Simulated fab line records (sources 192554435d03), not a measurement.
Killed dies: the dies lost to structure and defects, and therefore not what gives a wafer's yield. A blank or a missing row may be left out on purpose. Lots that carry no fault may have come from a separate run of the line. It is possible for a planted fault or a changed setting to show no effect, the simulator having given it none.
A struck lot beside a sound one :: flow n5 finfet :: 40 out of 1938 route steps
Sound: these wafers, L347.3, L347.4, L347.5. The struck wafers were L362.1, L362.2, L362.3. The cause comes at the end.
At each step with rows: each side's tool, then ch and its chambers, then its first start. Under that, the readings that differ: sound wafers :: struck wafers :: difference of the means :: sigmas: that difference in standard deviations of wafers without a fault.
alike: readings whose means differ by less than 2 such deviations, and words and numbers that are the same on both sides. not compared: withheld readings, readings that some wafer has no value for, bounds like >300 that may hide the same value, and numbers for which the record gives no deviation and whose values overlap.
Wherever a step has rows on one side only, a row that says differs or no value, or a row with sigmas, the two part there. Numbers that don't overlap but have no deviation are shown without sigmas and don't part them. A reading that every wafer of one side lacks parts them only if that side has two wafers or more.

first, 11 steps without rows for these wafers: N5_BEOL_M4_DESCUM_33 (chemistry O2, time 7 s); N5_BEOL_M4_ETCH_77 (etches underlayer in N2/H2, target depth 6.5 nm, time 5.2 s); N5_BEOL_M4_ETCH_69 (etches SiARC in CF4, target depth 15.6 nm, time 26 s); N5_BEOL_M4_ALD_98 (deposits SiO2, target thk 2.5 nm, pulse time 1 s, co reactant pulse time 1 s); N5_BEOL_M4_ETCHBACK_99 (etches SiO2 in CHF3, target depth 5 nm, time 10.4 s); N5_BEOL_M4_ETCH_70 (etches SOC in N2/H2, target depth 80 nm, overetch 24 nm, time 130 s); N5_BEOL_M4_STRIP_71 (strips in N2/H2); N5_BEOL_M4_STRIP_78 (strips in N2/H2); N5_BEOL_M4_VIA_ETCH_34 (etches the open film in C4F6/O2, target depth 69.4 nm, time 65.9 s); N5_BEOL_M4_STRIP_83 (strips in C4F6/O2); N5_BEOL_M4_STRIP_36 (strips in N2/H2).
N5_BEOL_M4_TRENCH_ETCH_37: etches SiOC in C4F6/O2, target depth 55.555 nm, time 29.2 s.
  sound on rie diel-01 ch 0,2,3, day 8 12:49; struck on rie diel-03 ch 0,1,3, day 13 05:52
  alike: drypump motor current A, oes product au, rf vpp V, showerhead plenum p Torr, throttle valve pct
  not compared: rf hours counter h
then, 27 steps without rows for these wafers: N5_BEOL_M4_ETCH_41 (etches SiCN in CH3F/O2, target depth 29.9 nm, time 52.5 s); N5_BEOL_M4_STRIP_97 (strips in N2/H2, time 10 s); N5_BEOL_M4_HM_STRIP_39 (strips TiN in peroxide tin strip, target depth 25 nm, time 158 s); N5_BEOL_M4_SRD_40 (time 30 s); N5_BEOL_M4_PRECLEAN_42 (cleans in residue remover, time 60 s); N5_BEOL_M4_SRD_43 (time 30 s); N5_BEOL_M4_DEGAS_44 (time 60 s); N5_BEOL_M4_PRE_CLEAN_45 (time 30 s); N5_BEOL_M4_ALD_84 (deposits TaN, pulse time 2 s, purge time 3 s, co reactant purge time 2 s); N5_BEOL_M4_SURFACE_TREAT_85; N5_BEOL_M4_CVD_47 (deposits Co from CCTBA/H2, target thk 3 nm, time 223.8 s); N5_BEOL_M4_SPUTTER_48 (material Cu, target thk 4.5 nm, time 8.29 s); N5_BEOL_M4_ANNEAL_49 (time 240 s); N5_BEOL_M4_SPUTTER_79 (material Cu, target thk 4.5 nm, time 8.29 s); N5_BEOL_M4_ANNEAL_80 (time 240 s); N5_BEOL_M4_SPUTTER_81 (material Cu, target thk 4.5 nm, time 8.29 s); N5_BEOL_M4_ANNEAL_82 (time 240 s); N5_BEOL_M4_SPUTTER_86 (material Cu, target thk 4.5 nm, time 8.29 s); N5_BEOL_M4_ANNEAL_87 (time 240 s); N5_BEOL_M4_SPUTTER_88 (material Cu, target thk 4.5 nm, time 8.29 s); N5_BEOL_M4_ANNEAL_89 (time 240 s); N5_BEOL_M4_SPUTTER_90 (material Cu, target thk 4.5 nm, time 8.29 s); N5_BEOL_M4_ANNEAL_91 (time 240 s); N5_BEOL_M4_SPUTTER_92 (material Cu, target thk 4.5 nm, time 8.29 s); N5_BEOL_M4_ANNEAL_93 (time 240 s); N5_BEOL_M4_SPUTTER_94 (material Cu, target thk 4.5 nm, time 8.29 s); N5_BEOL_M4_ANNEAL_95 (time 240 s).
-- a jump in the record: the struck wafers' starts before and after are 5 days apart (it breaks off in module BEOL_M4 and resumes in module PASSIVATION, where the first step shown is number 1936 of the route) --
N5_PASSIVATION_PROBE_49:
  rows exist in the record for the struck wafers here (prober-02, day 18 12:25), but not for the sound ones

## WHERE THEY PART
Only at N5_PASSIVATION_PROBE_49, as far as this record shows.

WHY: what had been put in by the simulator
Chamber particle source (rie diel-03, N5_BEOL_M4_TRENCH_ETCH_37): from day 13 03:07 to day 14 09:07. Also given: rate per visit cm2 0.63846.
